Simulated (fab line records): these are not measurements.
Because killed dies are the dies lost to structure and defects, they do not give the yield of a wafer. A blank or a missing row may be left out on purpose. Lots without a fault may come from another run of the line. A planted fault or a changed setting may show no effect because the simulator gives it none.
fab line records -- flow n5Finfet
record: lots: 7, wafers: 39
route steps=1938 shown SD_EPI_N@279 GATE_CUT@490 BEOL_M0_SAQP@654 BEOL_M3@934 BEOL_M6@1260
startH: hours from the record's first day to the start of the lot's first wafer shown -- waitH: time in hours since the lot's previous step -- " as in the row above -- L1.1+2: a single row standing in for several wafers -- - no value present, or no start provided -- * or withheld: withheld -- < > ~ a bound
route shown NAME@n: names a module that has steps shown in the file, with the first one's number in the route -- usual: the fault-free wafers' mean and standard deviation -- same: alike in all rows -- chamber/n: place in a boat -- sites: the reading at each site -- _std_site: the standard deviation of these -- _edge_site: the outer-site mean with the inner-site mean subtracted -- radiusMm: for every site, how far away it sits from the centre of the wafer -- mask NAME#n: copy n -- behind: the last tool/chamber to shape the wafer -- hold: the reason the lot was held/the length of the hold in hours/how it ended -- device: whichever transistor did not switch (one of n, p or np) -- end of line: at the end of the route, the tests of the same wafers -- where a step has no rows: the recipe by itself -- killed: not the wafer's yield, but the dies lost to structure and defects at the first sort -- map: a wafer's dies, marking killed ones x, the rest . and places with no die _
set.NAME: the setting as run; set.NAME@STEP: as run at that earlier step -- model.NAME: the simulator's own value behind a step, which no gauge read
lots whose settings were changed on purpose; a table a step, a row a wafer
== steps ==
step: N5_SD_EPI_N_ETCH_16
recipe: chemistry: CHF3/O2, target: SiO2, targetDepthA: 50, maskMaterial: SOC, pressureMtorr: 30, sourceW: 650, biasW: 170, Ar_flow_sccm: 200, CHF3_flow_sccm: 50, O2_flow_sccm: 5, ionEnergyEv: 200
lot.wafer,tool,chamber,startH,waitH,set.targetDepthA,model.etch.depthNm,model.SiARC_of_SD_EPI_N_COAT_33.thkNm
L081.1,rieDiel-02,2,92.83,0.1,50,4.936,12.8
L081.2,rieDiel-02,3,92.83,0.1,37.05,3.606,13.8
L081.3,rieDiel-02,1,92.83,0.1,37.05,3.673,13.2
L081.4,rieDiel-02,2,92.83,0.1,50,4.908,12.8
L081.5,rieDiel-02,1,92.83,0.1,50,4.979,12.4
L081.6,rieDiel-02,3,92.83,0.1,37.05,3.623,14
L083.1,rieDiel-04,0,111.20,0.1,50,5.091,12
L083.2,rieDiel-04,3,111.20,0.1,50,4.996,12.4
L083.3,rieDiel-04,2,111.20,0.1,50,4.95,12.8
L083.4,rieDiel-04,1,111.20,0.1,50,4.942,12.8
L083.5,rieDiel-04,0,111.20,0.1,50,5.093,12
L083.6,rieDiel-04,3,111.20,0.1,50,5.008,12.4
L084.1,rieDiel-02,0,115.17,0.1,50,5.061,11.6
L084.2,rieDiel-02,1,115.17,0.1,20.27,2.023,14.4
L084.3,rieDiel-02,2,115.17,0.1,50,4.916,12.6
L084.4,rieDiel-02,3,115.17,0.1,20.27,1.979,14.8
L084.5,rieDiel-02,2,115.17,0.1,50,4.925,12.8
L084.6,rieDiel-02,1,115.17,0.1,20.27,1.995,14.4
L086.1,rieDiel-03,2,123.61,0.1,50,4.988,12.2
L086.2,rieDiel-03,3,123.61,0.1,50,5.023,12.2
L086.3,rieDiel-03,0,123.61,0.1,50,4.768,13.2
L087.1,rieDiel-03,0,130.04,0.1,35.23,3.391,14.2
L087.2,rieDiel-03,2,130.04,0.1,50,4.969,12.2
L087.3,rieDiel-03,3,130.04,0.1,50,5.063,12.2
L087.4,rieDiel-03,2,130.04,0.1,50,5,12
L087.5,rieDiel-03,3,130.04,0.1,35.23,3.58,13.2
L087.6,rieDiel-03,0,130.04,0.1,35.23,3.394,14
L091.1,rieDiel-03,1,152.46,0.1,38.23,3.813,13.4
L091.2,rieDiel-03,2,152.46,0.1,50,4.999,12.2
L091.3,rieDiel-03,3,152.46,0.1,50,5.02,12.6
L091.4,rieDiel-03,3,152.46,0.1,50,5.03,12.4
L091.5,rieDiel-03,1,152.46,0.1,38.23,3.863,13.2
L091.6,rieDiel-03,2,152.46,0.1,38.23,3.806,13.2
L096.1,rieDiel-03,0,181.49,0.1,50,5.152,11.6
L096.2,rieDiel-03,1,181.49,0.1,50,4.957,12.6
L096.3,rieDiel-03,3,181.49,0.1,50,4.962,12.6
L096.4,rieDiel-03,1,181.49,0.1,50,4.976,12.4
L096.5,rieDiel-03,0,181.49,0.1,50,5.15,11.8
L096.6,rieDiel-03,3,181.49,0.1,50,5.01,12.6
step: N5_GATE_CUT_DESCUM_18
recipe: chemistry: O2, timeS: 7, sourcePowerW: 50, biasPowerW: 20, pressureMtorr: 20, rfFrequencyHz: 2.712e+07, tempC: 40, resist: CAR-EUV, o2FlowSccm: 225
lot.wafer,tool,chamber,startH,waitH,set.timeS,model.CAR-EUV_of_GATE_CUT_COAT_07.thkNm
L081.1+2+3+4+5+6,rieDiel-01,"0,3,1,3,0,1",128.96,0.8,7,26.2
L083.1+3+5+6,rieDiel-01,"2,3,3,2",147.57,0.0,7,26
L083.2+4,rieDiel-01,"0,1",147.57,0.0,7,26.2
L084.1,rieDiel-01,0,150.31,0.0,7,26.2
L084.2+6,rieDiel-01,"1,0",150.31,0.0,7,26
L084.3+4+5,rieDiel-01,"3,2,3",150.31,0.0,10.6,24.2
L086.1+2+3,rieDiel-06,"2,3,1",156.79,0.0,7,26
L087.1+2+3+4,rieDiel-05,"3,2,0,1",164.53,0.0,7,26
L087.5+6,rieDiel-05,"3,2",164.53,0.0,7,25.8
L091.1+3+6,rieDiel-05,"0,3,1",188.31,0.0,7,26
L091.2+4+5,rieDiel-05,"1,2,2",188.31,0.0,5.188,27
L096.1,rieDiel-01,0,216.78,0.0,7,26.2
L096.2+4,rieDiel-01,"1,3",216.78,0.0,3.89,27.6
L096.3,rieDiel-01,2,216.78,0.0,7,25.8
L096.5,rieDiel-01,3,216.78,0.0,7,26
L096.6,rieDiel-01,2,216.78,0.0,3.89,27.4
step: N5_GATE_CUT_ETCH_28
recipe: chemistry: N2/H2, target: underlayer, targetDepthA: 130, maskMaterial: CAR-EUV, timeS: 10.4, ionEnergyEv: 200, pressureMtorr: 30, sourceW: 840, biasW: 150, n2FlowSccm: 200, h2FlowSccm: 200, ends: cleared
lot.wafer,tool,chamber,startH,waitH,set.timeS@GATE_CUT_DESCUM_18,model.CAR-EUV_of_GATE_CUT_COAT_07.thkNm
L081.1+2+4,rieDiel-01,"0,3,3",128.99,0.0,7,14.6
L081.3+5+6,rieDiel-01,"1,0,1",128.99,0.0,7,14.8
L083.1+2+4+6,rieDiel-01,"2,0,1,2",147.60,0.0,7,14.8
L083.3,rieDiel-01,3,147.60,0.0,7,14.6
L083.5,rieDiel-01,3,147.60,0.0,7,14.4
L084.1+2+6,rieDiel-01,"0,1,0",150.34,0.0,7,14.6
L084.3+5,rieDiel-01,3,150.34,0.0,10.6,12.6
L084.4,rieDiel-01,2,150.34,0.0,10.6,12.8
L086.1,rieDiel-06,2,156.83,0.0,7,14.4
L086.2+3,rieDiel-06,"3,1",156.83,0.0,7,14.6
L087.1+2,rieDiel-05,"3,2",164.56,0.0,7,14.6
L087.3+4+5+6,rieDiel-05,"0,1,3,2",164.56,0.0,7,14.4
L091.1+3,rieDiel-05,"0,3",188.35,0.0,7,14.6
L091.2,rieDiel-05,1,188.35,0.0,5.188,15.4
L091.4+5,rieDiel-05,2,188.35,0.0,5.188,15.6
L091.6,rieDiel-05,1,188.35,0.0,7,14.4
L096.1,rieDiel-01,0,216.82,0.0,7,14.8
L096.2+6,rieDiel-01,"1,2",216.82,0.0,3.89,16.2
L096.3+5,rieDiel-01,"2,3",216.82,0.0,7,14.4
L096.4,rieDiel-01,3,216.82,0.0,3.89,16
step: N5_BEOL_M0_SAQP_ETCH_84
recipe: chemistry: N2/H2, target: SOC, targetDepthA: 1000, overetchA: 200, maskMaterial: SiARC, tempC: 40, timeS: 150, ionEnergyEv: 200, pressureMtorr: 30, sourceW: 840, biasW: 150, n2FlowSccm: 200, h2FlowSccm: 200
lot.wafer,tool,chamber,startH,waitH,set.timeS,model.SiARC_of_BEOL_M0_SAQP_COAT_82.thkNm
L081.1+2+5,rieDiel-05,"3,1,3",153.93,0.0,150,24
L081.3,rieDiel-05,2,153.93,0.0,150,23.8
L081.4,rieDiel-05,0,153.93,0.0,150,24.2
L081.6,rieDiel-05,0,153.93,0.0,150,24.4
L083.1+6,rieDiel-06,3,167.28,0.0,223.2,21.4
L083.2+5,rieDiel-06,"1,0",167.28,0.0,150,24.4
L083.3,rieDiel-06,0,167.28,0.0,223.2,21.8
L083.4,rieDiel-06,2,167.28,0.0,150,24
L084.1,rieDiel-01,2,173.37,0.0,150,24
L084.2+6,rieDiel-01,0,173.37,0.0,150,24.4
L084.3,rieDiel-01,3,173.37,0.0,150,24.2
L084.4+5,rieDiel-01,1,173.37,0.0,150,24.6
L086.1+2+3,rieDiel-05,"3,2,1",184.15,0.0,150,24.2
L087.1,rieDiel-06,2,186.41,0.0,84.32,26.8
L087.2+5,rieDiel-06,"1,0",186.41,0.0,84.32,27
L087.3+4,rieDiel-06,"3,0",186.41,0.0,150,24.6
L087.6,rieDiel-06,1,186.41,0.0,150,24.4
L091.1,rieDiel-01,1,213.14,0.0,150,24.6
L091.2,rieDiel-01,0,213.14,0.0,150,24.4
L091.3+6,rieDiel-01,3,213.14,0.0,150,24.2
L091.4+5,rieDiel-01,2,213.14,0.0,150,24
L096.1+4+6,rieDiel-06,"1,0,1",241.64,0.0,173.1,23.6
L096.2+5,rieDiel-06,"3,0",241.64,0.0,150,24.6
L096.3,rieDiel-06,2,241.64,0.0,150,24
step: N5_BEOL_M0_SAQP_STRIP_80
recipe: chemistry: N2/H2, tempC: 40, n2FlowSccm: 200, h2FlowSccm: 200, rfFrequencyHz: 6e+07
step: N5_BEOL_M0_SAQP_HM_OPEN_112
recipe: chemistry: CHF3/O2, target: SiO2, stopOn: a-Si, targetDepthA: 120, overEtchFrac: 1.25, maskMaterial: SOC, timeS: 13.5, pressureMtorr: 30, sourceW: 650, biasW: 170, Ar_flow_sccm: 200, CHF3_flow_sccm: 50, O2_flow_sccm: 5, ionEnergyEv: 200, ends: endPoint
step: N5_BEOL_M0_SAQP_STRIP_113
recipe: chemistry: CHF3/O2, resist: SiARC, rfFrequencyHz: 6e+07
step: N5_BEOL_M0_SAQP_MANDREL_ETCH_20
recipe: targetDepthA: 600, chemistry: HBr/Cl2, target: a-Si, stopOn: SiNx, btTimeS: 10, maskMaterial: SOC, overEtchFrac: 0.5, timeS: 30, pressureMtorr: 10, icpW: 800, biasW: 75, HBr_flow_sccm: 150, Cl2_flow_sccm: 80, ends: endPoint
usual: oesProductAu: 0.775/0.011
lot.wafer,tool,chamber,startH,waitH,set.timeS@BEOL_M0_SAQP_ETCH_84,oesProductAu
L081.1,rieSi-03,3,154.12,0.0,150,0.775
L081.2,rieSi-03,2,154.12,0.0,150,0.783
L081.3,rieSi-03,0,154.12,0.0,150,0.766
L081.4,rieSi-03,1,154.12,0.0,150,0.786
L081.5,rieSi-03,2,154.12,0.0,150,0.789
L081.6,rieSi-03,3,154.12,0.0,150,0.776
L083.1,rieSi-01,0,167.47,0.0,223.2,0.768
L083.2,rieSi-01,2,167.47,0.0,150,0.759
L083.3,rieSi-01,3,167.47,0.0,223.2,0.764
L083.4,rieSi-01,1,167.47,0.0,150,0.788
L083.5,rieSi-01,3,167.47,0.0,150,0.788
L083.6,rieSi-01,0,167.47,0.0,223.2,0.777
L084.1,rieSi-01,2,173.56,0.0,150,0.768
L084.2,rieSi-01,0,173.56,0.0,150,0.770
L084.3,rieSi-01,1,173.56,0.0,150,0.782
L084.4,rieSi-01,3,173.56,0.0,150,0.795
L084.5,rieSi-01,3,173.56,0.0,150,0.804
L084.6,rieSi-01,2,173.56,0.0,150,0.779
L086.1,rieSi-05,3,184.34,0.0,150,0.761
L086.2,rieSi-05,2,184.34,0.0,150,0.749
L086.3,rieSi-05,0,184.34,0.0,150,0.773
L087.1,rieSi-05,1,186.60,0.0,84.32,0.331
L087.2,rieSi-05,0,186.60,0.0,84.32,0.326
L087.3,rieSi-05,3,186.60,0.0,150,0.761
L087.4,rieSi-05,2,186.60,0.0,150,0.759
L087.5,rieSi-05,3,186.60,0.0,84.32,0.323
L087.6,rieSi-05,0,186.60,0.0,150,0.773
L091.1,rieSi-01,1,213.33,0.0,150,0.778
L091.2,rieSi-01,2,213.33,0.0,150,0.765
L091.3,rieSi-01,3,213.33,0.0,150,0.773
L091.4,rieSi-01,0,213.33,0.0,150,0.778
L091.5,rieSi-01,1,213.33,0.0,150,0.784
L091.6,rieSi-01,0,213.33,0.0,150,0.777
L096.1,rieSi-03,3,241.83,0.0,173.1,0.776
L096.2,rieSi-03,1,241.83,0.0,150,0.781
L096.3,rieSi-03,0,241.83,0.0,150,0.750
L096.4,rieSi-03,2,241.83,0.0,173.1,0.780
L096.5,rieSi-03,0,241.83,0.0,150,0.754
L096.6,rieSi-03,1,241.83,0.0,173.1,0.790
step: N5_BEOL_M3_HM_DEP_02
recipe: material: TiN, targetThkA: 200, tempC: 25, chamberPressurePa: 0.49996
lot.wafer,tool,chamber,startH,waitH,set.targetThkA,model.TiN_of_BEOL_M3_HM_DEP_02.thkNm
L081.1+3+6,pvdSputter-02,-,185.71,1.2,200,19.8
L081.2,pvdSputter-02,-,185.71,1.2,200,20.2
L081.4,pvdSputter-02,-,185.71,1.2,200,19.6
L081.5,pvdSputter-02,-,185.71,1.2,200,20
L083.1,pvdSputter-01,-,201.77,0.2,200,19.8
L083.2+6,pvdSputter-01,-,201.77,0.2,200,19.6
L083.3+5,pvdSputter-01,-,201.77,0.2,105.4,10.4
L083.4,pvdSputter-01,-,201.77,0.2,105.4,10.2
L084.1+4,pvdSputter-02,-,204.97,1.1,273.7,27.8
L084.2+6,pvdSputter-02,-,204.97,1.1,200,20.2
L084.3,pvdSputter-02,-,204.97,1.1,273.7,27.6
L084.5,pvdSputter-02,-,204.97,1.1,200,20.4
L086.1+3,pvdSputter-01,-,219.02,0.5,200,20
L086.2,pvdSputter-01,-,219.02,0.5,200,20.2
L087.1+6,pvdSputter-03,-,236.57,0.0,317.2,32
L087.2,pvdSputter-03,-,236.57,0.0,200,19.8
L087.3,pvdSputter-03,-,236.57,0.0,317.2,31.8
L087.4,pvdSputter-03,-,236.57,0.0,200,20.2
L087.5,pvdSputter-03,-,236.57,0.0,200,20.4
L091.1+5,pvdSputter-03,-,255.54,1.6,200,20.4
L091.2+6,pvdSputter-03,-,255.54,1.6,243.1,24.6
L091.3,pvdSputter-03,-,255.54,1.6,200,20
L091.4,pvdSputter-03,-,255.54,1.6,243.1,24.8
L096.1+3+6,pvdSputter-01,-,283.88,0.3,249,24.6
L096.2,pvdSputter-01,-,283.88,0.3,200,19.6
L096.4+5,pvdSputter-01,-,283.88,0.3,200,19.8
step: N5_BEOL_M3_COAT_61
recipe: resist: SOC, tempC: 250, timeS: 60, spinRpm: 1500, resistThkNm: 60
step: N5_BEOL_M3_COAT_62
recipe: resist: SiARC, tempC: 220, timeS: 60, spinRpm: 1500, resistThkNm: 12
step: N5_BEOL_M3_STRIP_75
recipe: chemistry: N2/H2, tempC: 40, n2FlowSccm: 200, h2FlowSccm: 200, rfFrequencyHz: 6e+07
step: N5_BEOL_M3_STRIP_66
recipe: chemistry: CF4, resist: SiARC, powerW: 300, biasPowerW: 75, pressureMtorr: 50, cf4FlowSccm: 150, rfFrequencyHz: 6e+07
step: N5_BEOL_M3_HM_OPEN_17
recipe: chemistry: Cl2/BCl3, targetDepthA: 200, overetchA: 60, target: TiN, maskMaterial: SOC, ionEnergyEv: 150, pressureMtorr: 10, icpW: 1000, biasW: 126, Cl2_flow_sccm: 53.25, bcl3FlowSccm: 21.75, Ar_flow_sccm: 25
lot.wafer,tool,chamber,startH,waitH,set.targetThkA@BEOL_M3_HM_DEP_02,model.etch.depthNm
L081.1,rieMetal-03,0,186.74,0.0,200,19.79
L081.2,rieMetal-03,1,186.74,0.0,200,20.11
L081.3,rieMetal-03,0,186.74,0.0,200,19.83
L081.4,rieMetal-03,1,186.74,0.0,200,19.67
L081.5,rieMetal-03,1,186.74,0.0,200,20
L081.6,rieMetal-03,0,186.74,0.0,200,19.82
L083.1,rieMetal-03,1,203.18,0.0,200,19.74
L083.2,rieMetal-03,0,203.18,0.0,200,19.51
L083.3+5,rieMetal-03,"1,0",203.18,0.0,105.4,10.41
L083.4,rieMetal-03,0,203.18,0.0,105.4,10.25
L083.6,rieMetal-03,1,203.18,0.0,200,19.64
L084.1,rieMetal-02,0,205.94,0.0,273.7,26.9
L084.2,rieMetal-02,1,205.94,0.0,200,20.18
L084.3,rieMetal-02,0,205.94,0.0,273.7,27.04
L084.4,rieMetal-02,1,205.94,0.0,273.7,26.53
L084.5,rieMetal-02,0,205.94,0.0,200,20.33
L084.6,rieMetal-02,1,205.94,0.0,200,20.25
L086.1,rieMetal-03,1,219.78,0.0,200,20.06
L086.2,rieMetal-03,0,219.78,0.0,200,20.22
L086.3,rieMetal-03,1,219.78,0.0,200,20.08
L087.1,rieMetal-02,1,237.45,0.0,317.2,26.38
L087.2,rieMetal-02,0,237.45,0.0,200,19.86
L087.3,rieMetal-02,0,237.45,0.0,317.2,26.58
L087.4,rieMetal-02,1,237.45,0.0,200,20.15
L087.5,rieMetal-02,0,237.45,0.0,200,20.31
L087.6,rieMetal-02,1,237.45,0.0,317.2,26.28
L091.1,rieMetal-02,1,256.33,0.0,200,20.41
L091.2,rieMetal-02,0,256.33,0.0,243.1,24.62
L091.3,rieMetal-02,0,256.33,0.0,200,19.99
L091.4,rieMetal-02,1,256.33,0.0,243.1,24.71
L091.5,rieMetal-02,0,256.33,0.0,200,20.47
L091.6,rieMetal-02,1,256.33,0.0,243.1,24.66
L096.1,rieMetal-01,0,284.76,0.0,249,24.58
L096.2,rieMetal-01,1,284.76,0.0,200,19.57
L096.3,rieMetal-01,0,284.76,0.0,249,24.54
L096.4,rieMetal-01,1,284.76,0.0,200,19.82
L096.5,rieMetal-01,0,284.76,0.0,200,19.74
L096.6,rieMetal-01,1,284.76,0.0,249,24.56
step: N5_BEOL_M3_STRIP_19
recipe: chemistry: O2, powerW: 400, tempC: 40, pressureMtorr: 30, rfFrequencyHz: 6e+07, biasPowerW: 0, overashFraction: 0.2, o2FlowSccm: 225
step: N5_BEOL_M3_ETCH_41
recipe: chemistry: CH3F/O2, target: SiCN, targetDepthA: 299, taperDeg: 2, timeS: 52.5, ionEnergyEv: 120, maskMaterial: TiN, pressureMtorr: 30, sourceW: 395, biasW: 75, Ar_flow_sccm: 150, CH3F_flow_sccm: 30, O2_flow_sccm: 20
step: N5_BEOL_M3_STRIP_97
recipe: chemistry: N2/H2, timeS: 10, powerW: 450, tempC: 40, pressureMtorr: 20, rfFrequencyHz: 6e+07, biasPowerW: 7, n2FlowSccm: 200, h2FlowSccm: 200
step: N5_BEOL_M3_OCD_MEAS_38
usual: trenchDepthNm: 55.1/1.4
lot.wafer,tool,chamber,startH,waitH,set.targetThkA@BEOL_M3_HM_DEP_02,trenchDepthNm
L081.1,ocd-02,-,193.36,-,200,55.7
L081.2,ocd-02,-,193.36,-,200,55.1
L081.3,ocd-02,-,193.36,-,200,56.6
L081.4,ocd-02,-,193.36,-,200,56.2
L081.5,ocd-02,-,193.36,-,200,55.2
L081.6,ocd-02,-,193.36,-,200,55.2
L083.1,ocd-01,-,212.22,-,200,56.4
L083.2,ocd-01,-,212.22,-,200,55.4
L083.3,ocd-01,-,212.22,-,105.4,53.0
L083.4,ocd-01,-,212.22,-,105.4,55.1
L083.5,ocd-01,-,212.22,-,105.4,52.3
L083.6,ocd-01,-,212.22,-,200,55.6
L084.1,ocd-01,-,221.15,-,273.7,52.6
L084.2,ocd-01,-,221.15,-,200,56.6
L084.3,ocd-01,-,221.15,-,273.7,54.7
L084.4,ocd-01,-,221.15,-,273.7,49.9
L084.5,ocd-01,-,221.15,-,200,54.8
L084.6,ocd-01,-,221.15,-,200,56.0
L086.1,ocd-02,-,223.69,-,200,56.6
L086.2,ocd-02,-,223.69,-,200,54.7
L086.3,ocd-02,-,223.69,-,200,51.4
L087.1,ocd-02,-,239.20,-,317.2,-
L087.2,ocd-02,-,239.20,-,200,-
L087.3,ocd-02,-,239.20,-,317.2,0.2
L087.4,ocd-02,-,239.20,-,200,54.3
L087.5,ocd-02,-,239.20,-,200,-
L087.6,ocd-02,-,239.20,-,317.2,0.3
L091.1,ocd-01,-,265.01,-,200,54.6
L091.2,ocd-01,-,265.01,-,243.1,56.7
L091.3,ocd-01,-,265.01,-,200,55.5
L091.4,ocd-01,-,265.01,-,243.1,51.9
L091.5,ocd-01,-,265.01,-,200,56.5
L091.6,ocd-01,-,265.01,-,243.1,51.9
L096.1,ocd-01,-,286.26,-,249,55.7
L096.2,ocd-01,-,286.26,-,200,58.9
L096.3,ocd-01,-,286.26,-,249,54.3
L096.4,ocd-01,-,286.26,-,200,55.4
L096.5,ocd-01,-,286.26,-,200,58.2
L096.6,ocd-01,-,286.26,-,249,56.4
step: N5_BEOL_M6_DEP_56
recipe: material: SiCN, targetThkA: 100, tempC: withheld, precursor: 3MS/NH3, pressureTorr: 3, rfW: 202, timeS: 17.5
lot.wafer,tool,chamber,startH,waitH,set.targetThkA,model.SiCN_of_BEOL_M6_DEP_56.thkNm
L081.1,pecvd-04,0,233.53,0.0,100,9.6
L081.2,pecvd-04,1,233.53,0.0,100,9.8
L081.3,pecvd-04,2,233.53,0.0,142.8,14
L081.4,pecvd-04,1,233.53,0.0,100,10
L081.5,pecvd-04,2,233.53,0.0,142.8,14.2
L081.6,pecvd-04,0,233.53,0.0,142.8,14.4
L083.1+2+3,pecvd-04,"2,0,1",249.77,0.0,76.93,7.8
L083.4,pecvd-04,1,249.77,0.0,100,10.4
L083.5,pecvd-04,0,249.77,0.0,100,10
L083.6,pecvd-04,2,249.77,0.0,100,10.2
L084.1+2+4,pecvd-03,"0,2,0",257.33,0.0,100,10
L084.3+6,pecvd-03,"1,2",257.33,0.0,100,10.2
L084.5,pecvd-03,1,257.33,0.0,100,10.4
L086.1+2,pecvd-02,"0,2",258.35,0.0,100,9.8
L086.3,pecvd-02,1,258.35,0.0,100,9.6
L087.1,pecvd-04,0,277.71,0.0,100,9.8
L087.2+3,pecvd-04,"2,1",277.71,0.0,100,10
L087.4+6,pecvd-04,"0,1",277.71,0.0,149.4,15
L087.5,pecvd-04,2,277.71,0.0,149.4,15.2
L091.1+2+5,pecvd-04,"0,1,1",302.04,0.0,100,10
L091.3,pecvd-04,2,302.04,0.0,49.86,4.8
L091.4+6,pecvd-04,"2,0",302.04,0.0,49.86,5
L096.1+4,pecvd-02,"2,0",327.08,0.0,49.92,5
L096.2,pecvd-02,0,327.08,0.0,100,9.8
L096.3,pecvd-02,1,327.08,0.0,49.92,5.2
L096.5,pecvd-02,2,327.08,0.0,100,10.4
L096.6,pecvd-02,1,327.08,0.0,100,10.2
== key ==
split: step: N5_SD_EPI_N_ETCH_16, setting: targetDepthA, stated: 50, by: wafer
response: step: N5_SD_EPI_N_ETCH_16, reading: model.etch.depthNm, change: +0.0505, per: 1%, r: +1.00
response: step: N5_SD_EPI_N_ETCH_16, reading: model.SiARC_of_SD_EPI_N_COAT_33.thkNm, change: -0.0402, per: 1%, r: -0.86
split: step: N5_GATE_CUT_DESCUM_18, setting: timeS, stated: 7, by: wafer
response: step: N5_GATE_CUT_DESCUM_18, reading: model.CAR-EUV_of_GATE_CUT_COAT_07.thkNm, change: -0.0359, per: 1%, r: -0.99
response: step: N5_GATE_CUT_ETCH_28, reading: model.CAR-EUV_of_GATE_CUT_COAT_07.thkNm, change: -0.0371, per: 1%, r: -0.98
split: step: N5_BEOL_M0_SAQP_ETCH_84, setting: timeS, stated: 150, by: wafer
response: step: N5_BEOL_M0_SAQP_ETCH_84, reading: model.SiARC_of_BEOL_M0_SAQP_COAT_82.thkNm, change: -0.0553, per: 1%, r: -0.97
response: step: N5_BEOL_M0_SAQP_MANDREL_ETCH_20, reading: oesProductAu, shape: bent, atLowest: 0.327, atStated: 0.774, atHighest: 0.770
split: step: N5_BEOL_M3_HM_DEP_02, setting: targetThkA, stated: 200, by: wafer
response: step: N5_BEOL_M3_HM_DEP_02, reading: model.TiN_of_BEOL_M3_HM_DEP_02.thkNm, change: +0.2, per: 1%, r: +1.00
response: step: N5_BEOL_M3_HM_OPEN_17, reading: model.etch.depthNm, change: +0.156, per: 1%, r: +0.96
response: step: N5_BEOL_M3_OCD_MEAS_38, reading: trenchDepthNm, shape: bent, atLowest: 53.5, atStated: 55.7, atHighest: 0.3
split: step: N5_BEOL_M6_DEP_56, setting: targetThkA, stated: 100, by: wafer
response: step: N5_BEOL_M6_DEP_56, reading: model.SiCN_of_BEOL_M6_DEP_56.thkNm, change: +0.102, per: 1%, r: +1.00
